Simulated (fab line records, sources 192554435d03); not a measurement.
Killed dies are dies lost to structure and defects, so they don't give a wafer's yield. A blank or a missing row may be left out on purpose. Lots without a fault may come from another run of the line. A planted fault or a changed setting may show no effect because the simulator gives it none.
fab line records | flow n5_finfet
record lots=6 wafers=18 last_day=18
route steps=1938 shown HKMG_FIN@444 BEOL_M4@1111 PASSIVATION@1936
lots that met no fault: from a run of the same line without faults
start_h: hours from the record's first day to the start of the lot's first wafer shown | wait_h: hours since the lot's step before | " the same as in the row above | L1.1+2: a row that stands for several wafers | - no value, or no start given | * or withheld: withheld | < > ~ a bound
route shown NAME@n: a module of which the file shows steps, and the number in the route of the first | usual: mean/standard deviation of fault-free wafers | same: alike in all rows | chamber/n: place in a boat | sites: the reading at each site | _std_site: their standard deviation | _edge_site: outer sites' mean less inner sites' | radius_mm: how far each site lies from the wafer's centre | mask NAME#n: copy n | behind: the tool/chamber that last shaped the wafer | hold: why the lot was held/for how many hours/how that ended | device: the transistor (n, p or np) that didn't switch | end of line: the same wafers' tests at the end of the route | a step without rows: its recipe alone | killed: dies lost to structure and defects at the first sort, not the wafer's yield | map: a wafer's dies, x killed, . not, _ none there
set.NAME: the setting as run; set.NAME@STEP: as run at that earlier step | model.NAME: the simulator's own value behind a step, which no gauge read
lots at some steps of the route; a table a step, a row a wafer
services: from which hour (start_h, from the record's first day; less than 0 if before it) a tool's chamber was out of use, for how many hours, and why
## steps
# step N5_HKMG_FIN_ETCH_86
# recipe chemistry=N2/H2 target=SOC target_depth_a=3932 stop_on=TiN ion_energy_ev=100 bias_w=61 pressure_mtorr=30 source_w=850 n2_flow_sccm=200 h2_flow_sccm=200
# usual drypump_motor_current_A=5.7/0.36 oes_product_au=0.77/0.093 rf_vpp_V=241.5/1.2 showerhead_plenum_p_Torr=2.59/0.065 throttle_valve_pct=17.68/0.27
# columns lot.wafer tool chamber start_h wait_h drypump_motor_current_A oes_product_au rf_hours_counter_h rf_vpp_V showerhead_plenum_p_Torr throttle_valve_pct
L798.1 rie_diel-04 3 82.53 - 5.5 0.68 231 242.9 2.60 17.68
L798.3 " 1 " " 6.2 0.75 161 242.5 2.64 18.05
L798.6 " 3 " " 5.5 0.69 - 241.6 2.60 17.66
L809.1 rie_diel-01 2 153.84 - 5.9 0.83 52 242.4 2.70 17.50
L809.4 " 1 " " 5.3 0.73 195 240.7 2.62 17.89
L809.6 " 3 " " 5.2 0.87 - 241.7 2.58 17.48
L813.1 rie_diel-04 0 173.05 - 6.1 0.93 24 241.2 2.60 17.34
L813.2 " 2 " " 5.9 0.73 198 240.1 2.51 17.87
L813.3 " 3 " " 5.5 0.93 7 240.3 2.58 17.20
L814.1 rie_diel-06 1 183.61 - 5.5 0.82 82 240.6 2.56 17.79
L814.3 " 2 " " 5.6 0.67 250 240.9 2.62 17.82
L814.5 " 2 " " 5.6 0.67 - 241.0 2.62 17.85
L815.1 rie_diel-06 2 187.40 - 5.6 0.67 252 241.0 2.62 17.82
L815.2 " 1 " " 5.6 0.81 84 239.7 2.56 17.81
L815.6 " 1 " " 5.6 0.81 - 240.8 2.56 17.80
L817.3 rie_diel-06 0 197.40 - 5.2 0.94 10 242.1 2.58 16.97
L817.4 " 1 " " 5.6 0.80 - 239.5 2.56 17.80
L817.5 " 0 " " 5.2 0.93 - 241.6 2.58 16.96
# step N5_HKMG_FIN_STRIP_89
# recipe chemistry=N2/H2 material=SOC time_s=20 power_w=500 temp_c=40 pressure_mtorr=50 rf_frequency_hz=6e+07 bias_power_w=8 h2_frac=0.5 n2_flow_sccm=300 h2_flow_sccm=300
# step N5_HKMG_FIN_WET_ETCH_87
# recipe chemistry=SC1 target=TiN mix=1:2:40 temp_c=50 time_s=154.2 target_depth_nm=4.7 dry=ipa_marangoni rinse_time_s=30 rinse_temp_c=23
# step N5_HKMG_FIN_STRIP_88
# recipe chemistry=N2/H2 power_w=2500 temp_c=300 h2_frac=0.65 time_s=360 pressure_mtorr=withheld n2_flow_sccm=1750 h2_flow_sccm=3250
# usual drypump_motor_current_A=5.8/0.45 heater_power_w=477/29
# columns lot.wafer tool chamber start_h wait_h drypump_motor_current_A heater_power_w rf_hours_counter_h
L798.1 plasma_asher-02 0 82.78 0.0 5.2 519 40
L798.3 " 0 " " 5.2 510 -
L798.6 " 1 " " 5.9 444 -
L809.1 plasma_asher-02 1 154.10 0.0 5.9 455 47
L809.4 " 1 " " 5.9 452 -
L809.6 " 0 " " 5.2 508 -
L813.1 plasma_asher-01 0 173.30 0.0 5.6 451 108
L813.2 " 1 " " 6.5 505 108
L813.3 " 1 " " 6.5 496 -
L814.1 plasma_asher-02 0 183.86 0.0 5.2 509 54
L814.3 " 1 " " 5.9 451 -
L814.5 " 0 " " 5.2 509 -
L815.1 plasma_asher-02 0 187.65 0.0 5.2 498 55
L815.2 " 1 " " 5.9 438 55
L815.6 " 0 " " 5.2 502 -
L817.3 plasma_asher-02 1 197.77 0.1 5.9 440 -
L817.4 " 0 " " 5.2 511 -
L817.5 " 1 " " 5.9 446 -
# step N5_HKMG_FIN_NWFM_ALD_20
# recipe material=TiAlC target_thk_a=20 temp_c=300 ald_precursor_family=TiCl4 ald_co_reactant=TEA pulse_time_s=3 purge_time_s=2 co_reactant_purge_time_s=2 co_reactant_pulse_time_s=10 ald_cycles=7 pressure_torr=3
# usual ald_cycles=7/0 heater_power_w=472/62 precursor_pulse_height_rel=1.000/0.02 susceptor_temp_C=300.00/0.19
# columns lot.wafer tool chamber start_h wait_h ald_cycles heater_power_w precursor_pulse_height_rel susceptor_temp_C
L798.1 ald_metal-01 3 83.16 0.3 7 505 1.027 299.79
L798.3 " 0 " " 7 414 0.996 299.63
L798.6 " 2 " " 7 521 0.999 300.44
L809.1 ald_metal-02 2 154.48 0.3 7 444 1.026 300.19
L809.4 " 0 " " 7 504 0.992 299.70
L809.6 " 1 " " 7 462 0.981 299.95
L813.1 ald_metal-03 0 173.69 0.3 7 418 0.967 300.17
L813.2 " 3 " " 7 368 1.028 300.04
L813.3 " 2 " " 7 581 0.969 300.21
L814.1 ald_metal-01 0 184.24 0.3 7 408 1.018 299.76
L814.3 " 2 " " 7 512 1.028 299.86
L814.5 " 3 " " 7 493 1.014 299.93
L815.1 ald_metal-03 2 188.04 0.3 7 586 1.020 300.01
L815.2 " 1 " " 7 482 0.992 300.07
L815.6 " 2 " " 7 581 1.020 299.90
L817.3 ald_metal-01 1 198.04 0.1 7 421 1.028 299.94
L817.4 " 2 " " 7 508 0.994 299.81
L817.5 " 3 " " 7 505 0.995 300.21
# step N5_HKMG_FIN_ALD_71
# recipe material=TiN target_thk_a=10 temp_c=400 ald_precursor_family=TiCl4 ald_co_reactant=NH3 pulse_time_s=1 purge_time_s=3 co_reactant_purge_time_s=2 co_reactant_pulse_time_s=2 ald_cycles=47 pressure_torr=3
# usual ald_cycles=47/0 heater_power_w=842/110 precursor_pulse_height_rel=1.000/0.021 susceptor_temp_C=399.96/0.23
# columns lot.wafer tool chamber start_h wait_h ald_cycles heater_power_w precursor_pulse_height_rel susceptor_temp_C
L798.1 ald_metal-01 3 83.26 0.0 47 895 1.003 400.35
L798.3 " 0 " " 47 744 1.025 399.85
L798.6 " 2 " " 47 917 1.023 399.69
L809.1 ald_metal-02 2 154.58 0.0 47 792 0.990 399.99
L809.4 " 0 " " 47 925 0.992 400.23
L809.6 " 1 " " 47 810 0.985 399.91
L813.1 ald_metal-03 0 173.78 0.0 47 758 0.988 400.00
L813.2 " 3 " " 47 642 0.973 399.93
L813.3 " 2 " " 47 1052 0.992 399.83
L814.1 ald_metal-01 0 184.34 0.0 47 763 1.012 400.15
L814.3 " 2 " " 47 903 0.980 399.75
L814.5 " 3 " " 47 904 1.003 399.73
L815.1 ald_metal-03 2 188.14 0.0 47 1064 0.975 399.83
L815.2 " 1 " " 47 845 0.982 399.85
L815.6 " 2 " " 47 1057 1.044 400.29
L817.3 ald_metal-01 1 198.14 0.0 47 740 0.979 400.04
L817.4 " 2 " " 47 905 1.028 400.02
L817.5 " 3 " " 47 906 0.976 400.34
# step N5_HKMG_FIN_COAT_66
# recipe resist=SOC temp_c=250 time_s=60 spin_rpm=1500 resist_thk_nm=300
# step N5_HKMG_FIN_ETCH_67
# recipe chemistry=N2/H2 target=SOC target_depth_a=3889 stop_on=TiN ion_energy_ev=100 bias_w=61 pressure_mtorr=30 source_w=850 n2_flow_sccm=200 h2_flow_sccm=200
# usual drypump_motor_current_A=5.8/0.38 oes_product_au=0.78/0.091 rf_vpp_V=241.4/1.2 showerhead_plenum_p_Torr=2.59/0.071 throttle_valve_pct=17.68/0.29
# columns lot.wafer tool chamber start_h wait_h drypump_motor_current_A oes_product_au rf_hours_counter_h rf_vpp_V showerhead_plenum_p_Torr throttle_valve_pct
L798.1 rie_diel-04 3 83.60 - 5.5 0.69 231 241.8 2.60 17.68
L798.3 " 1 " " 6.2 0.75 161 243.6 2.64 18.07
L798.6 " 0 " " 6.1 0.67 - 240.9 2.61 17.74
L809.1 rie_diel-01 2 154.92 - 5.9 0.82 53 240.5 2.70 17.51
L809.4 " 3 " " 5.3 0.88 37 241.5 2.58 17.46
L809.6 " 3 " " 5.2 0.87 - 240.3 2.58 17.48
L813.1 rie_diel-04 0 174.12 - 6.1 0.93 25 241.8 2.59 17.34
L813.2 " 2 " " 5.9 0.72 199 240.1 2.51 17.90
L813.3 " 1 " " 6.3 0.73 197 241.2 2.63 18.13
L814.1 rie_diel-04 1 184.68 - 6.2 0.73 201 242.3 2.63 18.11
L814.3 " 3 " " 5.5 0.90 11 241.5 2.58 17.21
L814.5 " 3 " " 5.5 0.90 - 241.2 2.58 17.21
L815.1 rie_diel-04 2 188.56 - 5.9 0.72 204 240.0 2.51 17.90
L815.2 " 3 " " 5.5 0.89 13 241.6 2.58 17.20
L815.6 " 3 " " 5.6 0.90 - 241.7 2.58 17.21
L817.3 rie_diel-01 1 198.51 - 5.3 0.71 215 242.5 2.61 17.92
L817.4 " 2 " " 5.9 0.80 - 241.9 2.69 17.55
L817.5 " 0 " " 5.9 0.86 - 242.1 2.70 17.25
# step N5_HKMG_FIN_STRIP_90
# recipe chemistry=N2/H2 material=SOC time_s=20 power_w=500 temp_c=40 pressure_mtorr=50 rf_frequency_hz=6e+07 bias_power_w=8 h2_frac=0.5 n2_flow_sccm=300 h2_flow_sccm=300
# step N5_HKMG_FIN_WET_ETCH_73
# recipe chemistry=SC1 mix=1:2:40 temp_c=50 time_s=42.3 target_depth_nm=1.3 dry=ipa_marangoni rinse_time_s=30 rinse_temp_c=23
# step N5_HKMG_FIN_ETCHBACK_68
# recipe chemistry=Cl2/Ar stop_on=HfO2 target_depth_a=5 pressure_mtorr=10 icp_w=600 bias_w=60 Cl2_flow_sccm=40 Ar_flow_sccm=60
# step N5_HKMG_FIN_STRIP_69
# recipe chemistry=N2/H2 power_w=2500 temp_c=300 h2_frac=0.65 time_s=360 pressure_mtorr=withheld n2_flow_sccm=1750 h2_flow_sccm=3250
# step N5_HKMG_FIN_ALD_21
# recipe material=TiN target_thk_a=15 temp_c=400 ald_precursor_family=TiCl4 ald_co_reactant=NH3 pulse_time_s=1 purge_time_s=3 co_reactant_purge_time_s=2 co_reactant_pulse_time_s=2 ald_cycles=68 pressure_torr=3
# usual ald_cycles=68/0 heater_power_w=849/120 precursor_pulse_height_rel=1.002/0.019 susceptor_temp_C=400.03/0.24
# columns lot.wafer tool chamber start_h wait_h ald_cycles heater_power_w precursor_pulse_height_rel susceptor_temp_C
L798.1 ald_metal-02 2 84.35 0.3 68 793 0.979 399.59
L798.3 " 0 " " 68 919 1.009 399.47
L798.6 " 1 " " 68 830 1.021 400.21
L809.1 ald_metal-03 0 155.67 0.3 68 762 1.005 399.97
L809.4 " 1 " " 68 844 1.014 399.80
L809.6 " 2 " " 68 1027 1.007 400.22
L813.1 ald_metal-02 2 174.87 0.3 64 777 1.013 -
L813.2 " 1 " " 64 820 1.024 -
L813.3 " 0 " " 64 917 0.986 -
L814.1 ald_metal-01 2 185.45 0.3 68 919 0.999 400.32
L814.3 " 0 " " 68 764 0.995 399.90
L814.5 " 0 " " 68 753 0.990 400.23
L815.1 ald_metal-02 2 189.31 0.3 64 788 1.006 -
L815.2 " 0 " " 64 888 0.996 -
L815.6 " 0 " " 64 901 0.994 -
L817.3 ald_metal-03 0 199.25 0.1 68 755 1.005 399.97
L817.4 " 3 " " 68 658 1.001 399.81
L817.5 " 0 " " 68 773 1.027 400.10
# step N5_HKMG_FIN_ALD_72
# recipe material=W target_thk_a=20 temp_c=300 pressure_torr=7.5 ald_precursor_family=WF6 ald_co_reactant=B2H6 pulse_time_s=1 purge_time_s=2 co_reactant_purge_time_s=2 co_reactant_pulse_time_s=3 ald_cycles=7
# step N5_BEOL_M4_RC_MEAS_101
# usual DIBL_N=36.0/1.9 DIBL_P=35.6/2.2 IOFF_N=0.15/0.031 IOFF_P=0.19/0.032 ION_N=668/11 ION_P=455/7.2 SS_N=71.5/0.65 SS_P=73.4/0.64 VT_N=251/3.6 VT_P=-253/3.3
# columns lot.wafer tool chamber start_h wait_h DIBL_N[mV/V] DIBL_P[mV/V] IOFF_N[nA/um] IOFF_P[nA/um] ION_N[uA/um] ION_P[uA/um] SS_N[mV/dec] SS_P[mV/dec] VT_N[mV] VT_P[mV]
L798.1 prober-02 0 193.73 0.0 38.4 38.5 0.17 0.19 676 449 72.3 74.2 249 -254
L798.3 " 0 " " 36.9 37.4 0.14 0.18 667 448 71.9 73.7 252 -254
L798.6 " 0 " " 36.8 37.4 0.14 0.17 660 451 72.2 73.3 252 -255
L809.1 prober-01 0 295.21 0.0 35.4 33.1 0.12 0.16 665 460 71.2 73.1 253 -253
L809.4 " 0 " " 39.6 37.9 0.19 0.23 675 458 72.4 74.5 248 -250
L809.6 " 0 " " 34.6 32.3 0.11 0.15 647 444 71.0 72.8 258 -255
L813.1 prober-01 0 308.32 0.0 34.6 36.4 0.15 0.21 671 463 71.2 73.3 249 -248
L813.2 " 0 " " 34.0 34.4 0.13 0.17 659 450 70.9 72.7 252 -251
L813.3 " 0 " " 35.1 36.5 0.15 0.21 673 464 70.8 73.3 250 -254
L815.1 prober-02 0 313.66 0.0 39.0 37.8 0.18 0.21 668 457 71.8 74.2 249 -252
L815.2 " 0 " " 36.6 35.2 0.15 0.18 674 453 70.4 73.2 252 -253
L815.6 " 0 " " 36.7 35.5 0.15 0.18 682 458 71.2 73.5 252 -255
L814.1 prober-01 0 322.67 0.0 37.3 35.0 0.15 0.18 665 452 71.6 73.7 250 -254
L814.3 " 0 " " 39.6 37.6 0.20 0.22 682 458 71.9 73.6 245 -251
L814.5 " 0 " " 38.5 37.1 0.17 0.22 677 462 71.7 73.7 247 -250
L817.3 prober-02 0 322.74 0.3 36.7 36.8 0.16 0.21 679 462 71.7 74.5 253 -251
L817.4 " 0 " " 34.6 34.9 0.14 0.19 672 459 71.3 73.6 250 -251
L817.5 " 0 " " 35.8 36.5 0.16 0.21 668 459 72.2 73.2 254 -250
# step N5_PASSIVATION_PROBE_49
# usual defect_limited_yield=91.3/1.4 killed_at_M0_to_M3=34/10 killed_at_M4_up=14/5.5 killed_at_contacts=12/6 killed_at_front_end=40/10 killed_at_other=3.0/2.4 killed_dies=103/17 killed_open=68/13 killed_short=34/7.8 sort_bin_5_function=5.1/0.97 sort_bin_6_memory=3.3/0.66 sort_n_pass=1077/17 sort_yield_pct=91.2/1.4
# same gross_dies=1180 killed_at_back_side=0 sort_bin_4_leakage[%]=0 sort_bin_8_speed[%]=0
# columns lot.wafer tool chamber start_h wait_h defect_limited_yield[%] killed_at_M0_to_M3 killed_at_M4_up killed_at_contacts killed_at_front_end killed_at_other killed_dies killed_open killed_short sort_bin_5_function[%] sort_bin_6_memory[%] sort_n_pass sort_yield_pct[%]
L813.2 prober-01 - 423.34 0.1 89.0 45 15 22 47 1 130 87 43 6.0 4.8 1050 89.0
# killed by level:class
L813.2 MOL_CONTACT_COAG:geometric_particle:open=20 FIN_SAQP:geometric_particle:open=15 FIN_SAQP:geometric_particle:short=10 BEOL_M0_SAQP:geometric_particle:open=10 BEOL_M0_SAQP:geometric_particle:short=7 BEOL_M1:geometric_particle:open=6 BEOL_M3:geometric_particle:open=6 GATE_CUT:geometric_particle:short=5
## services
# columns tool chamber start_h hours kind
ald_metal-01 1 82.87 5.1 repair
plasma_asher-02 - 85.02 28.1 pm
rie_diel-01 1 88.33 1.7 repair
ald_metal-02 3 97.31 26.2 repair
rie_diel-04 0 98.61 - clean
rie_diel-04 0 98.61 - consumable_replace:focus_ring
rie_diel-04 0 98.61 15.3 scheduled_down
rie_diel-04 0 98.61 15.3 vent_cycle
rie_diel-01 0 99.46 - clean
rie_diel-01 0 99.46 - consumable_replace:focus_ring
rie_diel-01 0 99.46 - consumable_replace:showerhead
rie_diel-01 0 99.46 25.6 scheduled_down
rie_diel-01 0 99.46 25.6 vent_cycle
rie_diel-01 1 111.49 9.7 repair
rie_diel-04 3 130.10 - clean
rie_diel-04 3 130.10 - consumable_replace:focus_ring
rie_diel-04 3 130.10 23.7 scheduled_down
rie_diel-04 3 130.10 23.7 vent_cycle
rie_diel-06 0 130.10 4.0 repair
plasma_asher-02 - 145.98 1.2 repair
rie_diel-01 3 156.77 43.4 repair
rie_diel-04 1 171.89 1.4 repair
rie_diel-06 3 181.80 17.0 repair
ald_metal-02 3 198.45 - calibration
## key
first_sign step=N5_HKMG_FIN_ALD_21 reading=ald_cycles direction=down sigmas=99+ usual=* struck=*
effect none on later readings
met_at N5_HKMG_FIN_ALD_21
struck_wafers L813.1,L813.2,L813.3,L815.1,L815.2,L815.6
onset_between 84.35 174.87
fault kind=process_parameter_drift tool=ald_metal-02 chamber=- onset_h=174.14 steps=N5_HKMG_FIN_ALD_21 channel=ald_cycles offset=* shape=step end_h=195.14 acts_in=* stated=*
